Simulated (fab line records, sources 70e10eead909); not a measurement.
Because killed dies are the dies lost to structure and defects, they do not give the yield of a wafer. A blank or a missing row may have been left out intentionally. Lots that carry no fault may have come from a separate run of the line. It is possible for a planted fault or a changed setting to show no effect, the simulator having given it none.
fab line records	flow nand-harc
[record] lots = 7	wafers = 21	last-day = 24
route steps=1159 shown P_M0@264 END@1159
lots with no fault: from the same line, run without faults
start-h: hours from the record's first day to the start of the lot's first wafer shown	wait-h: hours from the lot's prior step to this one	" same as the row above	L1.1+2: a single row standing in for several wafers	- either no value or no given start	* or withheld: withheld	< > ~ a bound
route shown NAME@n: a module of which the file shows steps, and the number in the route of the first	usual: the fault-free wafers' mean and standard deviation	same: alike in all rows	chamber/n: place in a boat	sites: the reading at each site	_std_site: standard deviation of those values	_edge_site: inner sites' mean taken away from outer sites' mean	radius-mm: for every site, how far away it sits from the centre of the wafer	mask NAME#n: copy n	behind: the most recent tool/chamber to have shaped the wafer	hold: why the lot was held/for how many hours/how that ended	device: the n, p or np transistor that did not switch	end of line: tests run on the same wafers once the route is complete	a step without rows: its recipe alone	killed: count of dies lost to structure and defects at first sort (not the wafer's yield)	map: per-die view of a wafer (x killed, . not killed, _ where there is no die)
set.NAME: the setting the step ran with; set.NAME@STEP: the setting that earlier step ran with	model.NAME: the simulator's own value behind a step, which no gauge read
lots at selected steps of the route; one table per step, one row per wafer
services: a tool's chamber out of use, with start hour (start-h, from the record's first day; less than 0 if before it), hours out, and reason
[[steps]]
[step NHARC_P_M0_OVL_MEAS_10]
[recipe] pitch-nm = 180
[usual] overlay-x-nm = -0.3/0.77	overlay-y-nm = 0.0/0.96
lot.wafer	tool	chamber	start-h	wait-h	overlay-x-nm	overlay-y-nm
L840.3	overlay-02	-	131.66	-	0.8	0.3
L840.4	"	-	"	"	0.8	0.1
L840.5	"	-	"	"	0.4	0.1
L843.1	overlay-01	-	150.06	-	-0.6	1.7
L843.2	"	-	"	"	-0.1	1.3
L843.6	"	-	"	"	-0.3	1.6
L845.3	overlay-01	-	164.37	-	0.3	-0.6
L845.5	"	-	"	"	1.5	-0.4
L845.6	"	-	"	"	1.2	-0.6
L850.1	overlay-02	-	194.56	-	0.5	-1.4
L850.3	"	-	"	"	0.5	-1.0
L850.6	"	-	"	"	1.1	-1.1
L851.1	overlay-01	-	200.32	-	-0.6	-1.5
L851.3	"	-	"	"	-0.6	-0.9
L851.6	"	-	"	"	-0.3	-1.6
L852.2	overlay-01	-	205.13	-	-1.3	1.7
L852.5	"	-	"	"	-1.1	2.4
L852.6	"	-	"	"	-1.3	1.9
L860.2	overlay-02	-	248.18	-	-0.5	-0.7
L860.3	"	-	"	"	-0.4	-0.6
L860.5	"	-	"	"	0.5	-0.9
[step NHARC_P_M0_INSPECT_11]
[usual] raw-defect-count = 4.0/2.4
lot.wafer	tool	chamber	start-h	wait-h	raw-defect-count
L840.3	defect-inspect-02	-	131.70	0.0	1
L840.4	"	-	"	"	9
L840.5	"	-	"	"	4
L843.1	defect-inspect-02	-	150.10	0.0	9
L843.2	"	-	"	"	5
L843.6	"	-	"	"	3
L845.3	defect-inspect-02	-	164.41	0.0	5
L845.5	"	-	"	"	7
L845.6	"	-	"	"	7
L850.1	defect-inspect-02	-	194.59	0.0	2
L850.3	"	-	"	"	0
L850.6	"	-	"	"	5
L851.1	defect-inspect-02	-	200.36	0.0	5
L851.3	"	-	"	"	3
L851.6	"	-	"	"	2
L852.2	defect-inspect-01	-	205.16	0.0	3
L852.5	"	-	"	"	6
L852.6	"	-	"	"	3
L860.2	defect-inspect-02	-	248.22	0.0	4
L860.3	"	-	"	"	1
L860.5	"	-	"	"	2
[step NHARC_P_M0_DESCUM_14]
[recipe] time-s = 3	o2-flow-sccm = 200	ar-flow-sccm = 0	bias-power-w = 0	chemistry = O2
[step NHARC_P_M0_ETCH_34]
[recipe] target-depth-a = 400	overetch-a = 120	time-s = 43.94	ion-energy-ev = 200	n2-flow-sccm = 150	h2-flow-sccm = 150	ar-flow-sccm = 0	rf-w = 400	bias-w = 150	chemistry = N2/H2
[usual] drypump-motor-current-A = 5.6/0.44	mfc-ar-sccm = 0.016/0.011	oes-product-au = 1.001/0.01	rf-fwd-power-W = 395.4/2	rf-vpp-V = 430.8/2	showerhead-plenum-p-Torr = 2.05/0.066	throttle-valve-pct = 14.171/0.0083
lot.wafer	tool	chamber	start-h	wait-h	drypump-motor-current-A	mfc-ar-sccm	oes-product-au	rf-fwd-power-W	rf-hours-counter-h	rf-vpp-V	showerhead-plenum-p-Torr	throttle-valve-pct
L840.4	rie-diel-13	0	131.85	0.1	5.7	0.017	1.002	392.9	1	432.4	2.12	14.165
L840.3	"	1	"	"	5.9	0.007	1.017	396.3	1	431.1	2.05	14.157
L840.5	"	2	"	"	4.9	0.015	0.994	396.5	-	426.9	1.96	14.185
L843.1	rie-diel-05	0	150.25	0.1	5.8	0.012	1.009	395.8	3	432.0	2.06	14.148
L843.2	"	1	"	"	5.1	0.041	0.992	396.9	12	430.7	2.10	14.175
L843.6	"	2	"	"	5.4	0	0.995	392.8	-	431.2	2.07	14.169
L845.3	rie-diel-10	3	164.57	0.1	5.4	0.018	1.003	392.6	10	427.1	1.93	14.169
L845.5	"	0	"	"	6.6	0.012	0.995	391.7	-	433.8	2.16	14.163
L845.6	"	1	"	"	5.2	0	0.992	397.4	-	427.8	1.96	14.175
L850.1	rie-diel-13	3	194.77	0.1	5.8	0.029	1.025	397.0	6	431.5	2.09	14.172
L850.3	"	0	"	"	5.7	0.017	1.002	394.4	7	432.6	2.12	14.177
L850.6	"	2	"	"	4.9	0.015	0.995	398.1	-	428.9	1.96	14.172
L851.1	rie-diel-13	3	200.51	0.1	5.8	0.029	1.015	395.8	7	433.8	2.09	14.179
L851.3	"	0	"	"	5.7	0.017	1.008	395.9	7	432.6	2.12	14.188
L851.6	"	3	"	"	5.8	0.029	1.007	398.1	-	432.0	2.09	14.158
L852.2	rie-diel-10	0	205.31	0.1	6.6	0.012	0.996	390.3	1	435.0	2.16	14.164
L852.5	"	0	"	"	6.6	0.012	1.003	389.7	-	435.9	2.16	14.166
L852.6	"	1	"	"	5.2	0	1.003	395.5	-	428.5	1.96	14.171
L860.2	rie-diel-10	3	248.41	0.1	5.4	0.018	0.991	393.8	5	427.6	1.93	14.169
L860.3	"	2	"	"	5.7	0	0.991	393.8	6	433.2	2.14	14.166
L860.5	"	0	"	"	6.7	0.012	1.007	390.9	-	433.9	2.16	14.178
[step NHARC_P_M0_ETCH_15]
[recipe] target-depth-a = 1500	overetch-a = 150	time-s = 82.5	c4f8-flow-sccm = withheld	ar-flow-sccm = 400	rf-w = 600	bias-w = 300	chemistry = C4F8/Ar
[step NHARC_P_M0_CD_MEAS_16]
[usual] cd-nm = 90.0/0.87
lot.wafer	tool	chamber	start-h	wait-h	cd-nm
L840.3	cd-sem-01	-	132.06	-	89.4
L840.4	"	-	"	"	89.0
L840.5	"	-	"	"	88.7
L843.1	cd-sem-01	-	150.46	-	90.1
L843.2	"	-	"	"	88.3
L843.6	"	-	"	"	88.8
L845.3	cd-sem-02	-	164.81	-	90.3
L845.5	"	-	"	"	89.5
L845.6	"	-	"	"	91.2
L850.1	cd-sem-02	-	195.01	-	90.2
L850.3	"	-	"	"	90.1
L850.6	"	-	"	"	89.5
L851.1	cd-sem-02	-	200.72	-	89.3
L851.3	"	-	"	"	90.5
L851.6	"	-	"	"	90.2
L852.2	cd-sem-03	-	205.53	-	90.2
L852.5	"	-	"	"	89.3
L852.6	"	-	"	"	90.7
L860.2	cd-sem-02	-	248.64	-	88.6
L860.3	"	-	"	"	89.4
L860.5	"	-	"	"	89.3
[step NHARC_P_M0_STRIP_18]
[recipe] power-w = 1000	n2-flow-sccm = 150	h2-flow-sccm = 150	ar-flow-sccm = 0	bias-w = 0	chemistry = N2/H2
[step NHARC_P_M0_STRIP_19]
[recipe] time-s = 600	temp-c = 30	chemistry = post-etch-residue-remover
[step NHARC_P_M0_DEGAS_28]
[recipe] temp-c = 250	time-s = 60
[usual] heater-power-w = 326/37
lot.wafer	tool	chamber	start-h	wait-h	heater-power-w
L840.3	pvd-sputter-03	-	132.69	-	341
L840.4	"	-	"	"	316
L840.5	"	-	"	"	343
L843.2	pvd-sputter-01	-	151.13	-	249
L843.1	"	-	"	"	348
L843.6	"	-	"	"	248
L845.3	pvd-sputter-02	-	165.45	-	286
L845.5	"	-	"	"	345
L845.6	"	-	"	"	263
L850.1	pvd-sputter-03	-	195.70	-	309
L850.3	"	-	"	"	367
L850.6	"	-	"	"	332
L851.1	pvd-sputter-01	-	201.34	-	329
L851.3	"	-	"	"	332
L851.6	"	-	"	"	333
L852.2	pvd-sputter-03	-	206.16	-	307
L852.5	"	-	"	"	347
L852.6	"	-	"	"	328
L860.2	pvd-sputter-01	-	249.26	-	331
L860.3	"	-	"	"	340
L860.5	"	-	"	"	325
[step NHARC_P_M0_PRE_CLEAN_29]
[recipe] time-s = 30	temp-c = 280	gas = H2/He
[usual] heater-power-w = 403/46
lot.wafer	tool	chamber	start-h	wait-h	heater-power-w
L840.3	pvd-sputter-03	-	-	-	376
L840.4	"	-	"	"	460
L840.5	"	-	"	"	376
L843.1	pvd-sputter-01	-	-	-	437
L843.2	"	-	"	"	404
L843.6	"	-	"	"	442
L845.3	pvd-sputter-02	-	-	-	418
L845.6	"	-	"	"	352
L845.5	"	-	"	"	488
L850.3	pvd-sputter-03	-	-	-	379
L850.1	"	-	"	"	449
L850.6	"	-	"	"	381
L851.3	pvd-sputter-01	-	-	-	407
L851.1	"	-	"	"	427
L851.6	"	-	"	"	405
L852.2	pvd-sputter-03	-	-	-	425
L852.6	"	-	"	"	375
L852.5	"	-	"	"	460
L860.2	pvd-sputter-01	-	-	-	392
L860.3	"	-	"	"	425
L860.5	"	-	"	"	434
[step NHARC_P_M0_PVD_20]
[recipe] target-thk-a = 50	bias-v = 168.6	power-w = 15000	chamber-pressure-pa = 0.12	time-s = 8.06	substrate-temp-c = 50	material = TaN
[usual] chamber-pressure-pa = 0.12002/0.00024	throttle-valve-pct = 29.8/1.1
lot.wafer	tool	chamber	start-h	wait-h	chamber-pressure-pa	throttle-valve-pct
L840.3	pvd-sputter-03	-	-	-	0.11952	29.8
L840.4	"	-	"	"	0.12023	30.5
L840.5	"	-	"	"	0.12009	29.9
L843.2	pvd-sputter-01	-	-	-	0.11992	30.4
L843.1	"	-	"	"	0.12032	31.8
L843.6	"	-	"	"	0.11954	30.6
L845.3	pvd-sputter-02	-	-	-	0.11978	29.4
L845.5	"	-	"	"	0.12009	30.7
L845.6	"	-	"	"	0.11937	28.9
L850.1	pvd-sputter-03	-	-	-	0.12029	29.6
L850.3	"	-	"	"	0.1205	27.4
L850.6	"	-	"	"	0.12	30.6
L851.3	pvd-sputter-01	-	-	-	0.12025	29.8
L851.1	"	-	"	"	0.12026	30.5
L851.6	"	-	"	"	0.1206	29.9
L852.2	pvd-sputter-03	-	-	-	0.1199	30.6
L852.5	"	-	"	"	0.12003	27.4
L852.6	"	-	"	"	0.12008	30.7
L860.3	pvd-sputter-01	-	-	-	0.12005	30.1
L860.2	"	-	"	"	0.11973	31.3
L860.5	"	-	"	"	0.12008	29.9
[step NHARC_P_M0_PVD_21]
[recipe] target-thk-a = 300	chamber-pressure-pa = 5	power-w = 5000	substrate-temp-c = 30	time-s = 20.49	material = Cu
[step NHARC_P_M0_ECD_22]
[recipe] target-thk-a = 4000	bath-temp-c = 25	material = Cu
[usual] bath-heat-duty-pct = 6.4/0.78	bath-temp-c = 25.01/0.11
lot.wafer	tool	chamber	start-h	wait-h	bath-heat-duty-pct	bath-temp-c
L840.3	ecd-cu-02	1	133.16	-	6.5	24.96
L840.4	"	0	"	"	5.6	24.95
L840.5	"	0	"	"	6.1	24.88
L843.1	ecd-cu-01	0	151.49	-	7.2	25.10
L843.2	"	1	"	"	7.4	25.02
L843.6	"	0	"	"	6.6	25.06
L845.3	ecd-cu-02	0	165.95	-	6.4	25.10
L845.5	"	1	"	"	7.2	25.01
L845.6	"	0	"	"	4.7	25.11
L850.1	ecd-cu-02	1	196.24	-	-	-
L850.3	"	1	"	"	-	-
L850.6	"	1	"	"	-	-
L851.1	ecd-cu-02	1	201.75	-	-	-
L851.3	"	1	"	"	-	-
L851.6	"	0	"	"	-	-
L852.2	ecd-cu-01	1	206.67	-	-	-
L852.6	"	0	"	"	-	-
L852.5	"	1	"	"	-	-
L860.2	ecd-cu-02	1	249.67	-	7.2	25.05
L860.3	"	1	"	"	6.0	24.87
L860.5	"	1	"	"	6.4	24.98
[step NHARC_P_M0_ANNEAL_30]
[recipe] temp-c = 225	time-s = 90
[usual] wafer_temp_C_max = 226.5/0.34
lot.wafer	tool	chamber	start-h	wait-h	wafer_temp_C_max
L840.3	rtp-anneal-01	0	133.94	-	226.7
L840.4	"	0	"	"	226.6
L840.5	"	0	"	"	226.4
L843.1	rtp-anneal-02	0	152.03	-	226.6
L843.2	"	0	"	"	227.0
L843.6	"	0	"	"	225.9
L845.3	rtp-anneal-02	0	166.28	-	226.3
L845.5	"	0	"	"	226.1
L845.6	"	0	"	"	226.1
L850.1	rtp-anneal-01	0	196.74	0.4	226.5
L850.3	"	0	"	"	226.4
L850.6	"	0	"	"	226.4
L851.1	rtp-anneal-01	0	202.07	0.3	226.7
L851.3	"	0	"	"	226.6
L851.6	"	0	"	"	226.4
L852.2	rtp-anneal-01	0	207.06	0.3	226.4
L852.5	"	0	"	"	226.5
L852.6	"	0	"	"	226.9
L860.2	rtp-anneal-01	0	250.05	0.3	226.5
L860.3	"	0	"	"	226.5
L860.5	"	0	"	"	226.9
[step NHARC_P_M0_CMP_23]
[recipe] t-overpolish-s = 20	target-thk-nm = 117.53
[usual] motor-current-A = 12.0/1.5	time-to-endpoint-s = 28.7/2.3
lot.wafer	tool	chamber	start-h	wait-h	motor-current-A	time-to-endpoint-s
L840.3	cmp-04	0	134.20	-	13.0	28.1
L840.4	"	1	"	"	9.1	28.0
L840.5	"	0	"	"	13.0	28.0
L843.1	cmp-04	1	152.42	-	8.6	25.8
L843.2	"	2	"	"	12.4	28.8
L843.6	"	0	"	"	12.8	25.6
L845.3	cmp-01	1	166.52	-	12.3	28.6
L845.6	"	1	"	"	12.1	27.9
L845.5	"	2	"	"	10.7	28.7
L850.1	cmp-01	3	197.14	-	11.6	0.0
L850.3	"	0	"	"	14.1	0.0
L850.6	"	1	"	"	12.4	3.9
L851.1	cmp-03	0	202.42	-	12.6	6.6
L851.3	"	1	"	"	14.4	1.7
L851.6	"	1	"	"	13.7	1.3
L852.2	cmp-03	0	207.34	-	12.7	1.8
L852.5	"	0	"	"	12.4	3.4
L852.6	"	1	"	"	14.2	1.8
L860.2	cmp-01	0	250.40	-	14.5	28.2
L860.3	"	1	"	"	12.6	27.5
L860.5	"	3	"	"	11.5	28.9
[step NHARC_P_M0_THK_MEAS_24]
[recipe] thk-meas-gauge = xrf
[usual] thk-nm = 117.5/1.3
lot.wafer	tool	chamber	start-h	wait-h	thk-nm
L840.3	film-metro-01	-	134.51	-	117.8
L840.4	"	-	"	"	116.7
L840.5	"	-	"	"	116.6
L843.1	film-metro-02	-	152.69	-	118.5
L843.2	"	-	"	"	121.6
L843.6	"	-	"	"	117.7
L845.3	film-metro-02	-	166.85	-	116.3
L845.5	"	-	"	"	118.4
L845.6	"	-	"	"	117.8
L850.1	film-metro-01	-	197.40	-	29.7
L850.3	"	-	"	"	31.4
L850.6	"	-	"	"	29.7
L851.1	film-metro-01	-	202.73	-	27.6
L851.3	"	-	"	"	29.8
L851.6	"	-	"	"	30.4
L852.2	film-metro-02	-	207.66	-	30.0
L852.5	"	-	"	"	30.6
L852.6	"	-	"	"	31.2
L860.2	film-metro-01	-	250.66	-	117.8
L860.3	"	-	"	"	118.9
L860.5	"	-	"	"	117.2
[step NHARC_P_M0_SRD_25]
[step NHARC_END_SORT_01]
[recipe] temp-c = 25
[usual] defect-limited-yield = 95.4/1.8	killed-at-array = 27/11	killed-at-other = 0.7/1.1	killed-at-periphery = 3.4/2.1	killed-dies = 31/12	killed-open = 3.6/2	killed-short = 2.0/1.3	sort_bin_2_pct = 1.5/0.71	sort_bin_3_pct = 0.25/0.22	sort_bin_4_pct = 2.9/1.2	sort-n-pass = 646/12	sort-rim-yield-pct = 95.0/2.5	sort-yield-pct = 95.4/1.8
[same] gross-dies = 677	sort_bin_5_pct[%] = 0	sort_bin_6_pct[%] = 0	sort_bin_7_pct[%] = 0	sort_bin_8_pct[%] = 0	sort-rim-n-gross = 106.00
lot.wafer	tool	chamber	start-h	wait-h	defect-limited-yield[%]	killed-at-array	killed-at-other	killed-at-periphery	killed-dies	killed-open	killed-short	sort_bin_2_pct[%]	sort_bin_3_pct[%]	sort_bin_4_pct[%]	sort-n-pass	sort-rim-yield-pct[%]	sort-yield-pct[%]
L845.3	prober-01	0	487.57	3.1	96.8	18	0	4	22	3	1	1.3	0	1.9	655	96.2	96.8
L845.5	prober-01	0	489.17	3.7	96.9	18	0	3	21	3	3	1.0	0.15	1.9	656	94.3	96.9
L845.6	prober-01	0	489.98	4.0	96.5	21	1	2	24	2	4	1.6	0.15	1.8	653	93.4	96.5
L851.1	prober-02	0	506.09	2.5	0	23	0	654	677	2	2	97.8	0.30	1.9	0	0	0
L851.3	prober-02	0	507.66	3.0	0	20	1	656	677	6	3	98.1	0.15	1.8	0	0	0
L851.6	prober-02	0	510.01	3.9	0	19	0	658	677	2	1	98.1	0.15	1.8	0	0	0
L850.1	prober-01	0	506.21	2.5	0	27	0	650	677	2	0	97.6	0.15	2.2	0	0	0
L850.3	prober-01	0	507.80	3.1	0	26	0	651	677	6	2	97.2	0.30	2.5	0	0	0
L850.6	prober-01	0	510.18	4.0	0	29	1	647	677	5	2	96.9	0.15	3.0	0	0	0
L852.2	prober-01	0	533.42	2.8	0	18	3	656	677	2	1	97.9	0.30	1.8	0	0	0
L852.5	prober-01	0	535.82	3.7	0	26	1	650	677	4	2	97.3	0.15	2.5	0	0	0
L852.6	prober-01	0	536.63	4.0	0	19	1	657	677	4	1	97.6	0.15	2.2	0	0	0
// killed by level:class
L845.3 A_CHANNEL_HOLE_D1:chamber-film-flake=5 A_STAIRCASE:chamber-film-flake=4 A_SLIT:chamber-film-flake=3 P_ZERO_WELL:chamber-film-flake=2 P_CONTACT:geometric-particle:open=1 A_SOURCE_PLATE:geometric-particle:open=1 A_WL_FILL:geometric-particle:short=1 A_WL_FILL:geometric-particle:open=1
L845.5 A_SLIT:chamber-film-flake=4 A_CONTACT:chamber-film-flake=4 A_CONTACT:geometric-particle:short=2 A_CONTACT:geometric-particle:open=2 P_GATE:chamber-film-flake=2 A_CHANNEL_FILL_D1:chamber-film-flake=2 A_CHANNEL_FILL_D1:geometric-particle:short=1 A_M0:geometric-particle:open=1
L845.6 A_SLIT:chamber-film-flake=9 A_M0:geometric-particle:short=2 A_CHANNEL_HOLE_D1:chamber-film-flake=2 A_STAIRCASE:chamber-film-flake=2 A_CONTACT:chamber-film-flake=2 A_CHANNEL_FILL_D1:geometric-particle:short=1 A_CONTACT:geometric-particle:open=1 A_CONTACT:geometric-particle:short=1
L851.1 P_M0:area-ecd=654 A_SLIT:chamber-film-flake=13 A_CHANNEL_HOLE_D1:chamber-film-flake=3 A_CONTACT:chamber-film-flake=2 A_ONON_D1:geometric-particle:short=1 A_CHANNEL_FILL_D1:geometric-particle:short=1 A_CHANNEL_FILL_D1:geometric-particle:open=1 A_WL_FILL:geometric-particle:open=1
L850.1 P_M0:area-ecd=646 A_CHANNEL_HOLE_D1:chamber-film-flake=21 P_M1:chamber-film-flake=3 A_CONTACT:chamber-film-flake=2 A_SOURCE_PLATE:geometric-particle:open=1 A_BLC:geometric-particle:open=1 P_GATE:chamber-film-flake=1 A_CHANNEL_FILL_D1:chamber-film-flake=1
L851.3 P_M0:area-ecd=653 A_SLIT:chamber-film-flake=7 A_CHANNEL_HOLE_D1:chamber-film-flake=3 A_SOURCE_PLATE:geometric-particle:open=2 A_CHANNEL_FILL_D1:geometric-particle:open=2 P_CONTACT:geometric-particle:short=1 P_M0:geometric-particle:open=1 A_SOURCE_PLATE:geometric-particle:short=1
L850.3 P_M0:area-ecd=650 A_CHANNEL_HOLE_D1:chamber-film-flake=16 A_CHANNEL_FILL_D1:geometric-particle:open=2 A_WL_FILL:geometric-particle:open=2 A_CONTACT:chamber-film-flake=2 P_M0:geometric-particle:open=1 A_ONON_D1:geometric-particle:short=1 A_M0:geometric-particle:open=1
L851.6 P_M0:area-ecd=656 A_CONTACT:chamber-film-flake=6 A_CHANNEL_HOLE_D1:chamber-film-flake=3 A_SLIT:chamber-film-flake=3 A_STAIRCASE:chamber-film-flake=3 A_WL_FILL:chamber-film-flake=2 P_M0:geometric-particle:open=1 P_M1:geometric-particle:short=1
L850.6 P_M0:area-ecd=644 A_CHANNEL_HOLE_D1:chamber-film-flake=22 A_CONTACT:chamber-film-flake=3 P_GATE:geometric-particle:open=1 P_M1:geometric-particle:open=1 A_ONON_D1:geometric-particle:open=1 A_STAIRCASE:geometric-particle:short=1 A_CONTACT:geometric-particle:open=1
L852.2 P_M0:area-ecd=653 A_SLIT:chamber-film-flake=7 A_CHANNEL_HOLE_D1:chamber-film-flake=6 A_CONTACT:chamber-film-flake=3 THIN_TSV:chamber-film-flake=3 P_CONTACT:geometric-particle:short=1 P_M0:geometric-particle:open=1 A_M0:geometric-particle:open=1
L852.5 P_M0:area-ecd=643 A_SLIT:chamber-film-flake=11 A_CHANNEL_HOLE_D1:chamber-film-flake=7 P_STI:chamber-film-flake=2 P_GATE:chamber-film-flake=2 A_STAIRCASE:chamber-film-flake=2 A_CONTACT:chamber-film-flake=2 P_GATE:geometric-particle:open=1
L852.6 P_M0:area-ecd=655 A_SLIT:chamber-film-flake=10 A_CHANNEL_HOLE_D1:chamber-film-flake=3 A_WL_FILL:geometric-particle:open=2 P_M1:geometric-particle:open=1 A_CONTACT:geometric-particle:short=1 A_BLC:geometric-particle:open=1 P_STI:chamber-film-flake=1
// map L850.1 (x killed, . not)
____________x____________
_________xxxxxxx_________
_______xxxxxxxxxxx_______
______xxxxxxxxxxxxx______
_____xxxxxxxxxxxxxxx_____
____xxxxxxxxxxxxxxxxx____
____xxxxxxxxxxxxxxxxx____
___xxxxxxxxxxxxxxxxxxx___
___xxxxxxxxxxxxxxxxxxx___
__xxxxxxxxxxxxxxxxxxxxx__
__xxxxxxxxxxxxxxxxxxxxx__
_xxxxxxxxxxxxxxxxxxxxxxx_
_xxxxxxxxxxxxxxxxxxxxxxx_
_xxxxxxxxxxxxxxxxxxxxxxx_
_xxxxxxxxxxxxxxxxxxxxxxx_
_xxxxxxxxxxxxxxxxxxxxxxx_
xxxxxxxxxxxxxxxxxxxxxxxxx
xxxxxxxxxxxxxxxxxxxxxxxxx
xxxxxxxxxxxxxxxxxxxxxxxxx
xxxxxxxxxxxxxxxxxxxxxxxxx
xxxxxxxxxxxxxxxxxxxxxxxxx
_xxxxxxxxxxxxxxxxxxxxxxx_
_xxxxxxxxxxxxxxxxxxxxxxx_
_xxxxxxxxxxxxxxxxxxxxxxx_
_xxxxxxxxxxxxxxxxxxxxxxx_
_xxxxxxxxxxxxxxxxxxxxxxx_
__xxxxxxxxxxxxxxxxxxxxx__
__xxxxxxxxxxxxxxxxxxxxx__
___xxxxxxxxxxxxxxxxxxx___
___xxxxxxxxxxxxxxxxxxx___
____xxxxxxxxxxxxxxxxx____
____xxxxxxxxxxxxxxxxx____
_____xxxxxxxxxxxxxxx_____
______xxxxxxxxxxxxx______
_______xxxxxxxxxxx_______
_________xxxxxxx_________
____________x____________
// map L851.1 (x killed, . not)
____________x____________
_________xxxxxxx_________
_______xxxxxxxxxxx_______
______xxxxxxxxxxxxx______
_____xxxxxxxxxxxxxxx_____
____xxxxxxxxxxxxxxxxx____
____xxxxxxxxxxxxxxxxx____
___xxxxxxxxxxxxxxxxxxx___
___xxxxxxxxxxxxxxxxxxx___
__xxxxxxxxxxxxxxxxxxxxx__
__xxxxxxxxxxxxxxxxxxxxx__
_xxxxxxxxxxxxxxxxxxxxxxx_
_xxxxxxxxxxxxxxxxxxxxxxx_
_xxxxxxxxxxxxxxxxxxxxxxx_
_xxxxxxxxxxxxxxxxxxxxxxx_
_xxxxxxxxxxxxxxxxxxxxxxx_
xxxxxxxxxxxxxxxxxxxxxxxxx
xxxxxxxxxxxxxxxxxxxxxxxxx
xxxxxxxxxxxxxxxxxxxxxxxxx
xxxxxxxxxxxxxxxxxxxxxxxxx
xxxxxxxxxxxxxxxxxxxxxxxxx
_xxxxxxxxxxxxxxxxxxxxxxx_
_xxxxxxxxxxxxxxxxxxxxxxx_
_xxxxxxxxxxxxxxxxxxxxxxx_
_xxxxxxxxxxxxxxxxxxxxxxx_
_xxxxxxxxxxxxxxxxxxxxxxx_
__xxxxxxxxxxxxxxxxxxxxx__
__xxxxxxxxxxxxxxxxxxxxx__
___xxxxxxxxxxxxxxxxxxx___
___xxxxxxxxxxxxxxxxxxx___
____xxxxxxxxxxxxxxxxx____
____xxxxxxxxxxxxxxxxx____
_____xxxxxxxxxxxxxxx_____
______xxxxxxxxxxxxx______
_______xxxxxxxxxxx_______
_________xxxxxxx_________
____________x____________
[[services]]
tool	chamber	start-h	hours	kind
ecd-cu-01	-	113.60	0.8	repair
cmp-01	-	114.81	0.5	repair
rie-diel-13	0	125.01	3.0	repair
rie-diel-10	2	130.99	34.8	repair
rie-diel-13	3	133.70	11.5	repair
cmp-04	-	142.00	6.0	repair
rie-diel-13	1	148.44	9.1	repair
cmp-01	-	153.89	2.1	repair
cmp-03	-	156.02	4.0	pm
pvd-sputter-01	-	158.00	10.0	pm
rie-diel-05	-	163.60	9.0	pm
rie-diel-13	0	167.89	5.2	repair
rie-diel-13	1	170.89	24.5	repair
rie-diel-10	-	176.50	9.0	pm
cmp-01	-	179.50	4.0	pm
ecd-cu-02	-	180.02	8.0	pm
cmp-04	-	203.14	4.0	pm
cmp-01	-	216.63	1.2	repair
pvd-sputter-02	-	217.91	10.0	pm
cmp-03	-	219.37	0.3	repair
rie-diel-10	0	234.56	13.4	repair
cmp-01	-	237.03	0.5	repair
rie-diel-10	3	238.47	3.1	repair
cmp-03	-	248.95	1.2	repair
[[key]]
[first-sign] step = NHARC_P_M0_ECD_22	reading = tool-record	direction = missing
[effect] step = NHARC_P_M0_CMP_23	reading = time-to-endpoint-s	direction = down	sigmas = 11	usual = *	struck = *
[effect] step = NHARC_P_M0_THK_MEAS_24	reading = thk-nm	direction = down	sigmas = 70	usual = 117.5	struck = 30.0
[effect] step = NHARC_END_SORT_01	reading = killed-at-periphery	direction = up	sigmas = 99+	usual = 3.4	struck = 653.2
[more-kills-born-at] NHARC_P_M0_ECD_22@ecd-cu-02 = 3903	NHARC_P_M0_ECD_22@ecd-cu-01 = 1951
met-at NHARC_P_M0_ECD_22
struck-wafers L850.1,L850.3,L850.6,L851.1,L851.3,L851.6,L852.2,L852.5,L852.6
later-rows-left-out L850.1,L850.3,L850.6,L851.1,L851.3,L851.6,L852.2,L852.5,L852.6
onset-between 165.95 196.24
[fault] kind = skipped-step-whole	tool = ecd-cu-01,ecd-cu-02	chamber = -	onset-h = 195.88	steps = NHARC_P_M0_ECD_22	scope = struck-lots-only
// later-rows-left-out: the simulator's readings of these wafers behind a module that went badly wrong aren't trusted and aren't shown, but for the sort
